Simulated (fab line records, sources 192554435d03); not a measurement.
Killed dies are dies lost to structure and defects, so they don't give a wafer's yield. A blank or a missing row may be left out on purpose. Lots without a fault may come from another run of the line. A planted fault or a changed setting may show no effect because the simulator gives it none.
Problem report in the 8D (eight disciplines) form, filled by code | flow n5_finfet | the parts of the form that need people (team, actions taken, sign-off) are left out

1. THE PROBLEM
killed_at_front_end at N5_PASSIVATION_PROBE_49 reads a mean of 136 on 3 wafers of 1 lot; wafers without a fault read 41 with a standard deviation of 12. That is +7.9 standard deviations from the usual mean.
First seen on wafer L432.2, day 14 23:40, on prober-02. The record holds 34 wafers of 12 lots with a number at this step. Rule for "out", or "out of limits": more than 4 standard deviations from the usual mean. The other wafers with a number count as sound.

2. WHAT IT IS AND WHAT IT IS NOT
question                    | is                                                        | is not
which readings at this step | killed_at_front_end, defect_limited_yield, sort_yield_pct | killed_at_M0_to_M3, killed_at_M4_up, killed_at_contacts, killed_at_other, killed_open, killed_short, sort_bin_4_leakage, sort_bin_6_memory
which lots                  | L432                                                      | L422, L424, L425, L427, L429, L431, L436, L439, L440, L441, L443
which wafers of those lots  | all that have a number                                    | -
read on which tools         | prober-02                                                 | prober-01
when                        | from day 14 23:40                                         | up to then (15 sound wafers); but 16 sound wafers of L431, L436, L439, L440, L441, L443 came after

3. SUSPECTS, AND WHAT RULES EACH OUT
Counting: a tool at a process step up to the reading stays a suspect if it ran every lot that is out and no sound lot after the first of them.
- ald_metal-03 at N5_HKMG_FIN_NWFM_ALD_20 (deposits TiAlC, target thk 2 nm, pulse time 3 s, purge time 2 s): kept. It ran the lot that is out, L432 (day 6 19:01), and no sound lot after that; its last sound lot up to then is L431 (day 6 11:00).
- rie_diel-06 at N5_MIM_BOT_ETCH_STRIP_01 (strips in O2): ruled out as a lasting fault. Sound lots L431, L436, L439, L443 ran on it after its first lot that is out, L432 (day 14 15:45).
- prober-02 at N5_PASSIVATION_PROBE_49: ruled out as a lasting fault. Sound lots L431, L436, L440, L439, L443 ran on it after its first lot that is out, L432 (day 14 23:40).
Left after counting: ald_metal-03 at N5_HKMG_FIN_NWFM_ALD_20.

4. THE CAUSE (what the simulator had put in)
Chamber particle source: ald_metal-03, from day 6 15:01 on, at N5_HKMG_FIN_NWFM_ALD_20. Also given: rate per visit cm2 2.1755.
Counting left only this tool.

5. THE CHAIN OF EFFECTS, in route order
Each row: a reading whose mean over the struck wafers that have a number lies more than 3 standard deviations from the usual. Only readings for which the record gives a usual standard deviation are gone through. hours: the time from each lot's start at the first step in this table that gives one to its start at this step, as a median over the lots. sigmas: the change in usual standard deviations.
hours | step                    | reading              | usual  | on struck wafers | change | sigmas
0     | N5_PASSIVATION_PROBE_49 | defect_limited_yield | 91.2 % | 82.7             | -8.5   | -6.5
0     | N5_PASSIVATION_PROBE_49 | killed_at_front_end  | 41     | 136              | +95    | +7.9
0     | N5_PASSIVATION_PROBE_49 | killed_dies          | 104    | 204              | +100   | +6.2
0     | N5_PASSIVATION_PROBE_49 | killed_on_rim        | 14     | 29               | +15    | +3.7
0     | N5_PASSIVATION_PROBE_49 | sort_bin_5_function  | 5.1 %  | 10.3             | +5.2   | +6.0
0     | N5_PASSIVATION_PROBE_49 | sort_n_pass          | 1076   | 976              | -100   | -6.2
0     | N5_PASSIVATION_PROBE_49 | sort_yield_pct       | 91.2 % | 82.7             | -8.5   | -6.5
The process steps in it:
- N5_PASSIVATION_PROBE_49

6. WHAT WOULD HAVE CAUGHT IT SOONER
In this record the first reading out of limits was taken at day 14 23:40, 201 hours after the fault began at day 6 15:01.
Of the tool readings at N5_HKMG_FIN_NWFM_ALD_20 for which the record gives a usual standard deviation, none was out on any struck wafer, so an alarm limit of 4 standard deviations on them would not have fired.
All the lots that are out (1) had begun N5_HKMG_FIN_NWFM_ALD_20 on ald_metal-03 by day 14 23:40. A hold on the tool at that time would have spared none of them.
